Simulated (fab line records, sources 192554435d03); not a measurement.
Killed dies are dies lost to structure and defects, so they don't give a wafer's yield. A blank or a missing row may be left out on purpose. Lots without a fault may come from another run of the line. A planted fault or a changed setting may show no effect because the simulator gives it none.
fab line records | flow n5_finfet
record lots=7 wafers=21 last_day=14
route steps=1938 shown BEOL_M0_SAQP@694 BEOL_M0_CUTY@701
lots that met no fault: from a run of the same line without faults
start_h: hours from the record's first day to the start of the lot's first wafer shown | wait_h: hours since the lot's step before | " the same as in the row above | L1.1+2: a row that stands for several wafers | - no value, or no start given | * or withheld: withheld | < > ~ a bound
route shown NAME@n: a module of which the file shows steps, and the number in the route of the first | usual: mean/standard deviation of fault-free wafers | same: alike in all rows | chamber/n: place in a boat | sites: the reading at each site | _std_site: their standard deviation | _edge_site: outer sites' mean less inner sites' | radius_mm: how far each site lies from the wafer's centre | mask NAME#n: copy n | behind: the tool/chamber that last shaped the wafer | hold: why the lot was held/for how many hours/how that ended | device: the transistor (n, p or np) that didn't switch | end of line: the same wafers' tests at the end of the route | a step without rows: its recipe alone | killed: dies lost to structure and defects at the first sort, not the wafer's yield | map: a wafer's dies, x killed, . not, _ none there
set.NAME: the setting as run; set.NAME@STEP: as run at that earlier step | model.NAME: the simulator's own value behind a step, which no gauge read
lots at some steps of the route; a table a step, a row a wafer
services: from which hour (start_h, from the record's first day; less than 0 if before it) a tool's chamber was out of use, for how many hours, and why
## steps
# step N5_BEOL_M0_SAQP_ETCH_73
# recipe chemistry=CF4 target=SiARC target_depth_a=195 mask_material=CAR-EUV time_s=32.5 ion_energy_ev=80 pressure_mtorr=40 source_w=545 bias_w=36 Ar_flow_sccm=100 cf4_flow_sccm=100 ends=cleared
# usual bias_w=36.00/0.11 drypump_motor_current_A=5.9/0.34 etch_rf_on_time_s=32.2/0.76 oes_product_au=0.67/0.073 rf_vpp_V=184.2/1.4 showerhead_plenum_p_Torr=2.16/0.071 throttle_valve_pct=15.60/0.18
# columns lot.wafer tool chamber start_h wait_h bias_w drypump_motor_current_A etch_rf_on_time_s oes_product_au rf_hours_counter_h rf_vpp_V showerhead_plenum_p_Torr throttle_valve_pct
L225.2 rie_diel-02 3 117.26 0.0 35.86 5.6 32.3 0.59 224 184.5 2.18 15.75
L225.4 " 2 " " 35.80 5.9 31.2 0.74 - 183.4 2.09 15.35
L225.6 " 3 " " 36.01 5.5 32.1 0.60 - 186.4 2.18 15.77
L226.1 rie_diel-01 0 118.11 0.0 36.15 5.1 31.5 0.80 16 182.5 2.10 15.51
L226.3 " 1 " " 36.18 5.9 32.1 0.61 224 183.3 2.10 16.13
L226.6 " 1 " " 36.17 5.9 32.3 0.60 - 183.6 2.10 16.14
L232.2 rie_diel-02 2 155.24 0.0 35.98 5.9 31.1 0.72 67 182.1 2.09 15.37
L232.4 " 3 " " 36.01 5.6 32.0 0.60 237 185.3 2.18 15.78
L232.5 " 0 " " 36.01 5.6 33.3 0.60 - 183.7 2.05 15.56
L236.2 rie_diel-06 3 179.46 0.0 36.15 6.5 32.3 0.62 204 185.8 2.19 15.69
L236.3 " 1 " " 36.04 6.0 32.9 0.63 147 186.5 2.24 15.67
L236.5 " 2 " " 36.02 5.9 32.1 0.68 - 185.9 2.25 15.65
L243.3 rie_diel-02 0 221.03 0.0 36.01 5.7 33.1 0.59 236 184.0 2.04 15.59
L243.5 " 1 " " 35.81 6.4 31.4 0.78 - 184.3 2.11 15.39
L243.6 " 0 " " 35.93 5.7 33.0 0.59 - 184.3 2.04 15.61
L244.2 rie_diel-02 0 227.07 0.0 35.83 5.6 32.7 0.60 238 182.1 2.04 15.59
L244.3 " 3 " " 35.98 5.5 30.7 0.82 5 184.9 2.17 15.34
L244.6 " 3 " " 36.13 5.5 31.2 0.82 - 185.4 2.17 15.33
L245.1 rie_diel-01 2 230.67 0.0 36.18 5.6 33.5 0.62 202 186.2 2.22 15.69
L245.2 " 0 " " 35.86 5.1 31.8 0.75 49 183.9 2.09 15.58
L245.3 " 3 " " 36.05 6.2 33.0 0.69 71 186.1 2.26 15.51
# step N5_BEOL_M0_SAQP_CUT_ETCH_46
# recipe chemistry=N2/H2 target=SOC target_depth_a=1350 overetch_a=270 temp_c=40 time_s=202.5 ion_energy_ev=200 mask_material=SiARC pressure_mtorr=30 source_w=840 bias_w=150 n2_flow_sccm=200 h2_flow_sccm=200
# usual bias_w=150.0/0.43 drypump_motor_current_A=5.9/0.35 rf_vpp_V=524.4/2.7 showerhead_plenum_p_Torr=2.55/0.097 temp_c=40.01/0.12 throttle_valve_pct=17.77/0.24
# columns lot.wafer tool chamber start_h wait_h bias_w drypump_motor_current_A rf_hours_counter_h rf_vpp_V showerhead_plenum_p_Torr temp_c throttle_valve_pct
L225.2 rie_diel-02 3 117.29 0.0 149.8 5.6 224 526.3 2.62 40.06 18.03
L225.4 " 2 " " 149.8 5.9 - 523.2 2.47 39.87 17.50
L225.6 " 3 " " 149.5 5.5 - 525.9 2.62 40.00 18.03
L226.1 rie_diel-01 0 118.14 0.0 150.2 5.1 16 522.0 2.49 40.01 17.63
L226.3 " 1 " " 149.6 6.0 224 522.8 2.52 40.00 18.49
L226.6 " 1 " " 150.3 5.9 - 524.6 2.52 40.06 18.50
L232.2 rie_diel-02 2 155.27 0.0 149.9 5.9 67 522.3 2.46 40.12 17.52
L232.4 " 3 " " 150.0 5.5 237 524.7 2.61 40.02 18.06
L232.5 " 0 " " 149.8 5.6 - 518.9 2.40 39.90 17.53
L236.2 rie_diel-06 3 179.49 0.0 150.3 6.5 204 526.3 2.60 40.20 17.69
L236.3 " 1 " " 149.8 6.0 147 526.0 2.64 40.06 17.81
L236.5 " 2 " " 149.7 5.9 - 527.1 2.68 40.11 17.97
L243.3 rie_diel-02 0 221.06 0.0 149.7 5.7 236 520.6 2.39 40.23 17.56
L243.5 " 1 " " 150.0 6.3 - 521.8 2.48 40.01 17.49
L243.6 " 0 " " 149.3 5.6 - 519.3 2.39 40.08 17.55
L244.2 rie_diel-02 0 227.10 0.0 149.3 5.7 238 519.8 2.39 40.07 17.55
L244.3 " 3 " " 150.8 5.5 5 525.8 2.61 40.09 17.72
L244.6 " 3 " " 150.7 5.6 - 526.5 2.61 39.99 17.72
L245.1 rie_diel-01 2 230.70 0.0 150.0 5.6 202 525.9 2.65 39.88 17.99
L245.2 " 0 " " 150.4 5.1 49 520.9 2.47 39.97 17.69
L245.3 " 3 " " 149.6 6.2 71 528.4 2.69 40.06 17.92
# step N5_BEOL_M0_SAQP_STRIP_74
# recipe chemistry=N2/H2 temp_c=40 n2_flow_sccm=200 h2_flow_sccm=200 rf_frequency_hz=6e+07
# step N5_BEOL_M0_SAQP_STRIP_89
# recipe chemistry=N2/H2 temp_c=40 n2_flow_sccm=200 h2_flow_sccm=200 rf_frequency_hz=6e+07
# step N5_BEOL_M0_SAQP_ALD_48
# recipe material=SiO2 target_thk_a=200 temp_c=100 ald_precursor_family=BDEAS ald_co_reactant=O2-plasma pulse_time_s=1 co_reactant_pulse_time_s=1 purge_time_s=2 co_reactant_purge_time_s=2 ald_cycles=139 pressure_torr=2
# usual heater_power_w=78/8.3 precursor_pulse_height_rel=1.000/0.019
# columns lot.wafer tool chamber start_h wait_h heater_power_w precursor_pulse_height_rel
L225.2 ald_sin-01 2 117.55 0.1 76 0.983
L225.4 " 0 " " 71 0.985
L225.6 " 3 " " 86 0.996
L226.1 ald_sin-01 1 118.34 0.0 80 0.967
L226.3 " 0 " " 71 1.010
L226.6 " 3 " " 85 0.969
L232.2 ald_sin-04 0 155.60 0.2 89 1.007
L232.4 " 3 " " 82 0.986
L232.5 " 1 " " 73 1.012
L236.2 ald_sin-04 0 179.69 0.0 87 0.999
L236.3 " 2 " " 73 1.013
L236.5 " 2 " " 72 1.000
L243.3 ald_sin-03 2 221.26 0.0 66 1.002
L243.5 " 2 " " 64 0.999
L243.6 " 1 " " 74 1.005
L244.2 ald_sin-03 0 227.30 0.0 73 0.967
L244.3 " 3 " " 95 0.975
L244.6 " 3 " " 95 0.986
L245.1 ald_sin-03 1 230.90 0.0 73 1.018
L245.2 " 0 " " 74 1.036
L245.3 " 3 " " 93 1.001
# step N5_BEOL_M0_SAQP_ETCH_49
# recipe chemistry=CF4/O2 target_depth_a=370 target=SiO2 pressure_mtorr=40 source_w=535 bias_w=49 Ar_flow_sccm=100 cf4_flow_sccm=100 O2_flow_sccm=10 ion_energy_ev=100
# usual bias_w=49.02/0.14 drypump_motor_current_A=5.9/0.36 oes_product_au=0.79/0.084 rf_vpp_V=239/4.7 showerhead_plenum_p_Torr=2.23/0.075 throttle_valve_pct=15.85/0.17
# columns lot.wafer tool chamber start_h wait_h bias_w drypump_motor_current_A oes_product_au rf_hours_counter_h rf_vpp_V showerhead_plenum_p_Torr throttle_valve_pct
L225.2 rie_diel-06 2 118.07 0.3 49.07 5.9 0.81 81 236 2.32 15.86
L225.4 " 0 " " 48.88 5.6 0.78 157 241 2.21 15.97
L225.6 " 2 " " 49.04 5.9 0.81 - 237 2.32 15.85
L226.1 rie_diel-01 0 118.87 0.3 49.03 5.1 0.93 16 249 2.16 15.73
L226.3 " 2 " " 48.99 5.6 0.75 171 239 2.29 15.89
L226.6 " 3 " " 48.82 6.2 0.85 - 245 2.33 15.69
L232.2 rie_diel-02 0 156.12 0.3 49.05 5.7 0.71 212 238 2.11 15.79
L232.4 " 1 " " 49.10 6.4 0.96 13 231 2.17 15.60
L232.5 " 2 " " 48.96 5.9 0.84 - 232 2.15 15.60
L236.2 rie_diel-01 1 180.22 0.3 49.28 5.9 0.69 242 238 2.16 16.39
L236.3 " 2 " " 49.12 5.6 0.74 189 238 2.29 15.91
L236.5 " 3 " " 49.17 6.2 0.83 - 244 2.33 15.72
L243.3 rie_diel-06 2 221.84 0.3 49.05 5.9 0.77 111 237 2.31 15.90
L243.5 " 2 " " 48.88 5.9 0.77 - 235 2.31 15.90
L243.6 " 3 " " 48.90 6.4 0.71 - 244 2.26 15.95
L244.2 rie_diel-06 0 227.90 0.3 48.98 5.6 0.74 190 241 2.20 16.01
L244.3 " 2 " " 49.05 5.8 0.77 113 237 2.31 15.91
L244.6 " 3 " " 49.12 6.4 0.70 - 241 2.25 15.96
L245.1 rie_diel-02 2 231.50 0.4 48.80 5.9 0.81 91 234 2.14 15.63
L245.2 " 1 " " 48.92 6.4 0.91 36 232 2.17 15.65
L245.3 " 3 " " 48.88 5.5 0.94 7 234 2.24 15.59
# step N5_BEOL_M0_SAQP_STRIP_75
# recipe chemistry=CF4 resist=SiARC power_w=300 bias_power_w=75 pressure_mtorr=50 cf4_flow_sccm=150 rf_frequency_hz=6e+07
# usual drypump_motor_current_A=5.9/0.36 oes_product_au=0.182/0.018 rf_vpp_V=271.4/1.5 showerhead_plenum_p_Torr=1.81/0.062 throttle_valve_pct=13.58/0.19
# columns lot.wafer tool chamber start_h wait_h drypump_motor_current_A oes_product_au rf_hours_counter_h rf_vpp_V showerhead_plenum_p_Torr throttle_valve_pct
L225.2 rie_diel-06 2 118.17 0.1 5.9 0.177 81 273.3 1.89 13.55
L225.4 " 0 " " 5.6 0.177 157 271.7 1.80 13.71
L225.6 " 2 " " 5.9 0.183 - 273.2 1.89 13.55
L226.1 rie_diel-01 0 118.97 0.1 5.1 0.219 16 270.7 1.76 13.44
L226.3 " 2 " " 5.6 0.174 171 272.6 1.87 13.63
L226.6 " 3 " " 6.2 0.202 - 273.4 1.90 13.40
L232.2 rie_diel-02 0 156.22 0.1 5.6 0.167 212 270.0 1.71 13.56
L232.4 " 1 " " 6.3 0.216 13 269.4 1.76 13.23
L232.5 " 2 " " 5.9 0.182 - 271.5 1.76 13.39
L236.2 rie_diel-01 1 180.32 0.1 5.9 0.160 242 270.1 1.75 14.13
L236.3 " 2 " " 5.6 0.176 189 273.5 1.86 13.67
L236.5 " 3 " " 6.2 0.196 - 272.4 1.89 13.43
L243.3 rie_diel-06 2 221.94 0.1 5.9 0.185 112 273.2 1.88 13.60
L243.5 " 2 " " 5.9 0.182 - 271.8 1.88 13.62
L243.6 " 3 " " 6.4 0.166 - 271.4 1.84 13.76
L244.2 rie_diel-06 0 228.00 0.1 5.6 0.169 190 271.5 1.79 13.77
L244.3 " 2 " " 5.9 0.174 113 273.9 1.88 13.61
L244.6 " 3 " " 6.4 0.166 - 272.1 1.84 13.76
L245.1 rie_diel-02 2 231.60 0.1 5.9 0.190 91 271.4 1.75 13.44
L245.2 " 1 " " 6.4 0.208 36 270.1 1.75 13.30
L245.3 " 3 " " 5.5 0.220 7 271.5 1.82 13.28
# step N5_BEOL_M0_CUTY_COAT_50
# recipe resist=SiARC temp_c=220 time_s=60 spin_rpm=1500 resist_thk_nm=15
# step N5_BEOL_M0_CUTY_COAT_51
# recipe resist=CAR-ArF-block spin_rpm=1500 resist_thk_nm=150
# step N5_BEOL_M0_CUTY_EBR_52
# recipe solvent=PGMEA ebr_width_mm=1.5
# step N5_BEOL_M0_CUTY_SOFTBAKE_53
# recipe temp_c=110 time_s=60 resist=CAR-ArF-block
# step N5_BEOL_M0_CUTY_EXPOSE_54
# recipe mask_id=M0_ABLK na=1.35 source_shape=conventional sigma_outer=0.8 polarization=unpolarized dose_mj=36
# step N5_BEOL_M0_CUTY_PEB_55
# recipe peb_temp_c=110 peb_time_s=60 resist=CAR-ArF-block
# usual chill_plate_temp_C=23.01/0.11 exhaust_pa=44.8/0.81
# columns lot.wafer tool chamber start_h wait_h chill_plate_temp_C exhaust_pa
L225.2 litho_track-04 0 118.50 0.0 23.09 45.1
L225.4 " 0 " " 23.24 46.3
L225.6 " 0 " " 23.03 44.8
L226.1 litho_track-04 0 119.29 0.1 22.85 44.6
L226.3 " 0 " " 22.86 45.5
L226.6 " 0 " " 22.76 45.0
L232.2 litho_track-03 0 156.55 0.0 23.01 45.1
L232.4 " 0 " " 23.10 44.5
L232.5 " 0 " " 23.16 44.4
L236.2 litho_track-05 0 180.52 0.0 23.01 46.0
L236.3 " 0 " " 23.12 46.0
L236.5 " 0 " " 23.09 45.2
L243.3 litho_track-03 - 222.27 0.0 - -
L243.5 " - " " - -
L243.6 " - " " - -
L244.2 litho_track-05 - 228.32 0.0 - -
L244.3 " - " " - -
L244.6 " - " " - -
L245.1 litho_track-04 - 231.93 0.1 - -
L245.2 " - " " - -
L245.3 " - " " - -
# step N5_BEOL_M0_CUTY_DEVELOP_56
# recipe develop_time_s=30 developer=TMAH resist=CAR-ArF-block rinse_liquid=diw dry=air_spin dev_temp_c=23
## services
# columns tool chamber start_h hours kind
ald_sin-04 3 100.79 3.7 repair
rie_diel-02 1 111.75 17.4 repair
ald_sin-04 3 125.93 8.6 repair
rie_diel-01 3 135.36 4.7 repair
rie_diel-01 0 137.90 2.9 repair
ald_sin-03 1 138.49 4.2 repair
ald_sin-01 3 154.64 3.3 repair
rie_diel-02 1 157.42 4.3 repair
ald_sin-03 - 178.79 14.0 pm
ald_sin-03 0 178.79 14.0 vent_cycle
ald_sin-03 1 178.79 14.0 vent_cycle
ald_sin-03 2 178.79 14.0 vent_cycle
ald_sin-03 3 178.79 14.0 vent_cycle
rie_diel-01 1 186.73 2.2 repair
rie_diel-02 3 191.24 - clean
rie_diel-02 3 191.24 - consumable_replace:focus_ring
rie_diel-02 3 191.24 21.9 scheduled_down
rie_diel-02 3 191.24 21.9 vent_cycle
rie_diel-01 3 210.45 5.0 repair
rie_diel-01 1 215.71 - clean
rie_diel-01 1 215.71 - consumable_replace:focus_ring
rie_diel-01 1 215.71 21.0 scheduled_down
rie_diel-01 1 215.71 21.0 vent_cycle
ald_sin-01 2 217.35 1.6 repair
## key
first_sign step=N5_BEOL_M0_CUTY_PEB_55 reading=tool_record direction=missing
effect none on later readings
met_at N5_BEOL_M0_CUTY_PEB_55
struck_wafers L243.3,L243.5,L243.6,L244.2,L244.3,L244.6,L245.1,L245.2,L245.3
later_rows_left_out L243.3,L243.5,L243.6,L244.2,L244.3,L244.6,L245.1,L245.2,L245.3
sort_left_out L243.3,L243.5,L243.6,L244.2,L244.3,L244.6,L245.1,L245.2,L245.3
onset_between 180.52 222.27
fault kind=skipped_step_whole tool=litho_track-03,litho_track-04,litho_track-05 chamber=- onset_h=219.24 steps=N5_BEOL_M0_CUTY_PEB_55 scope=struck_lots_only
# sort_left_out: the simulated sort isn't trusted on such a fault, so these wafers' sort isn't shown, and their yield isn't known
# later_rows_left_out: the simulator's readings of these wafers behind a module that went badly wrong aren't trusted and aren't shown, but for the sort
